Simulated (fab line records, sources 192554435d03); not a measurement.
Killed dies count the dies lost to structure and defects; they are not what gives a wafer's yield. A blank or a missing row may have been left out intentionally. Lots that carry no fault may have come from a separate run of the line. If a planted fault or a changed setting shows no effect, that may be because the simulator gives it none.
Lot-split experiment ; flow n5_finfet ; on a route of 1938 steps: 7 lots, 21 wafers read

## THE SPLIT
At N5_SD_EPI_N_ETCH_45 (etches SiOCN in CH3F/O2, target depth 6 nm), the setting target_depth_a was moved away from the recipe's 60 angstrom on 8 of the 21 wafers read, by -10.2% to +12.1%. All remaining wafers had this setting at the recipe value.

The reading is taken at the split's own step.

## THE READING
etch.depth_nm (the simulator's own value, which no gauge read), in nm, at N5_SD_EPI_N_ETCH_45 (etches SiOCN in CH3F/O2, target depth 6 nm). The file gives no usual value for it. Across the 13 wafers here that went through the recipe, the average is 5.938 nm and the standard deviation 0.08 nm.

wafer;tool, chamber at the split;target_depth_a as run, angstrom;against the recipe;etch.depth_nm, nm;against lot-mates on the recipe
L074.1;rie_diel-05, 2;57.29;-4.5%;5.695;no lot-mate on the recipe
L074.5;rie_diel-05, 0;57.29;-4.5%;5.697;no lot-mate on the recipe
L074.6;rie_diel-05, 1;57.29;-4.5%;5.693;no lot-mate on the recipe
L076.1;rie_diel-02, 0;60;recipe;6.056;-
L076.5;rie_diel-02, 0;60;recipe;6.054;-
L076.6;rie_diel-02, 3;60;recipe;5.954;-
L084.1;rie_diel-04, 1;60;recipe;5.839;-
L084.3;rie_diel-04, 0;60;recipe;5.985;-
L084.6;rie_diel-04, 1;60;recipe;5.831;-
L085.1;rie_diel-05, 3;57.9;-3.5%;5.773;-0.199
L085.5;rie_diel-05, 2;57.9;-3.5%;5.788;-0.184
L085.6;rie_diel-05, 1;60;recipe;5.972;-
L087.1;rie_diel-02, 1;60;recipe;5.807;-
L087.2;rie_diel-02, 0;60;recipe;5.893;-
L087.3;rie_diel-02, 2;60;recipe;6.01;-
L089.4;rie_diel-02, 2;60;recipe;5.953;-
L089.5;rie_diel-02, 1;53.87;-10.2%;5.192;-0.716
L089.6;rie_diel-02, 0;60;recipe;5.862;-
L094.2;rie_diel-04, 0;60;recipe;5.972;-
L094.5;rie_diel-04, 0;67.26;+12.1%;6.666;+0.694
L094.6;rie_diel-04, 1;67.26;+12.1%;6.671;+0.699

THE FIT
A straight line over all 21 wafers: etch.depth_nm changes by +0.0615 nm for each +1% of target_depth_a; r = +0.97; the points scatter about the line by 0.075 nm.
The same after taking each lot's own level away (the mean of its wafers on the recipe; 18 wafers): +0.0606 nm for each +1%; r = +0.98; scatter 0.061 nm.
Per that fit: largest target_depth_a move, reading shift of 0.73 nm.
Measured against the standard deviation above, the lots' own levels, which go from 5.8850 to 6.0213 nm, span 1.7 times it.
Consequently the slope shifts little with the lot-to-lot level, the two slopes agreeing.
Check: +0.746 nm against its lot-mates is what the line predicts for one of the wafers moved furthest among these (+12.1%) when that wafer is left out of the fit. Against them it came out at +0.694 nm.

## THE OTHER SPLITS THESE WAFERS WENT THROUGH
Before the reading, these wafers also passed through other splits. Each is held against what the fit with the lots' levels taken away leaves over:
other split on the same wafers;wafers away from the commonest value;r with etch.depth_nm (lot level and that fit taken away)
N5_SD_EPI_N_COAT_33 spin_rpm;7;-0.35
N5_SD_EPI_N_ETCH_35 time_s;3;+0.21

## FILE'S OWN FIT
etch.depth_nm changes by +0.0624 nm for each +1% of target_depth_a, r = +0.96.
